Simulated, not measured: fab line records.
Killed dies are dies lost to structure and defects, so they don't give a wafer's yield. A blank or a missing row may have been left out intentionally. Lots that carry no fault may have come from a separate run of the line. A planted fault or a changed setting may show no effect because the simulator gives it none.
Problem report, 8D (eight disciplines) form, completed by code / flow n5-finfet / the parts of the form that need people (team, actions taken, sign-off) are left out

== 1. THE PROBLEM ==
N5_BEOL_M7_VIA_ETCH_34, rf-fwd-power-W: mean 259.5 W over 1 wafer from 1 lot; wafers with no fault: 341.6 W, standard deviation 1.4. Relative to the usual mean, that is a shift of -59 standard deviations.
The step: etches SiCOH lowk in C4F6/O2, target depth 125.5 nm, time 50.5 s.
The first sign was on wafer L532.2 at day 12 20:34, on rie-diel-01. The record holds 30 wafers of 10 lots with a number at this step. Rule for "out", or "out of limits": more than 4 standard deviations from the usual mean. Any other wafer with a number is counted as sound.

== 2. WHAT IT IS AND WHAT IT IS NOT ==
question=which readings at this step | is=rf-fwd-power-W, rf-vpp-V | is not=drypump-motor-current-A, oes-product-au, showerhead-plenum-p-Torr, throttle-valve-pct
question=which lots | is=L532 | is not=L522, L523, L524, L525, L527, L528, L538, L539, L542
question=which wafers of those lots | is=L532.2 | is not=L532.1, L532.3
question=read on which tools | is=rie-diel-01 | is not=rie-diel-02, rie-diel-03
question=when | is=from day 12 20:34 | is not=up to then (20 sound wafers); but 9 sound wafers of L538, L539, L542 came after

== 3. SUSPECTS, AND WHAT RULES EACH OUT ==
Counting: if a tool at a process step up to the reading ran every lot that is out, it stays a suspect. Sound lots after the first of them don't rule it out here, since some wafers of a struck lot are sound.
- rie-diel-03 at N5_BEOL_M7_STRIP_67 (strips in CF4): kept. It processed L532, the lot that is out, at day 12 19:44, and its most recent sound lot before then was L522 at day 9 18:01.
- rie-diel-01 at N5_BEOL_M7_DESCUM_33 (chemistry O2, time 7 s): kept. It processed L532, the lot that is out, at day 12 20:23, and its most recent sound lot before then was L527 at day 11 02:06.
- rie-diel-01 at N5_BEOL_M7_VIA_ETCH_34 (etches SiCOH lowk in C4F6/O2, target depth 125.5 nm, time 50.5 s): kept. It processed L532, the lot that is out, at day 12 20:34, and its most recent sound lot before then was L527 at day 11 02:17. Its own rf-fwd-power-W, rf-vpp-V readings are out on those wafers.
- Within rie-diel-03 at N5_BEOL_M7_STRIP_67: the wafers that are out ran in chamber 0; their sound lot-mates ran in chambers 1, 2.
- Within rie-diel-01 at N5_BEOL_M7_DESCUM_33: the wafers that are out ran in chamber 0; their sound lot-mates ran in chambers 1, 3.
- Within rie-diel-01 at N5_BEOL_M7_VIA_ETCH_34: the wafers that are out ran in chamber 0; their sound lot-mates ran in chambers 1, 3.
Still standing after the count: rie-diel-03 at N5_BEOL_M7_STRIP_67, rie-diel-01 at N5_BEOL_M7_DESCUM_33, rie-diel-01 at N5_BEOL_M7_VIA_ETCH_34.

== 4. THE CAUSE (what the simulator had put in) ==
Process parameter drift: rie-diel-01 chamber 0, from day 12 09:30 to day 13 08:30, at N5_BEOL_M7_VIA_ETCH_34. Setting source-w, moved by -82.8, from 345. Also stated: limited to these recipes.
After counting, 3 suspects remain, this tool included.

== 5. THE CHAIN OF EFFECTS, in route order ==
One row per reading whose mean, taken over the struck wafers that have a number, lies over 3 standard deviations from the usual. Scope: only readings with a usual standard deviation given in the record; hours: median across lots of the time from each lot's start at the first step in this table that gives one to its start at this step; sigmas: change in usual standard deviations.
hours=0; step=N5_BEOL_M7_VIA_ETCH_34; reading=oes_f_703_au; usual=0.80 a.u.; on struck wafers=0.58; change=-0.22; sigmas=-3.2
hours=0; step=N5_BEOL_M7_VIA_ETCH_34; reading=rf-fwd-power-W; usual=341.6 W; on struck wafers=259.5; change=-82.1; sigmas=-59
hours=0; step=N5_BEOL_M7_VIA_ETCH_34; reading=rf-vpp-V; usual=667 V; on struck wafers=767; change=+100; sigmas=+19
It contains these process steps:
- N5_BEOL_M7_VIA_ETCH_34: etches SiCOH lowk in C4F6/O2, target depth 125.5 nm, time 50.5 s.
At these later measuring or inspecting steps, every struck wafer for which the step has a row has a number for every such reading, and none has moved that far: N5_BEOL_M7_OCD_MEAS_38.

== 6. WHAT WOULD HAVE CAUGHT IT SOONER ==
The fault began at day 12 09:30; the first out-of-limits reading in this record came at day 12 20:34, 11 hours later.
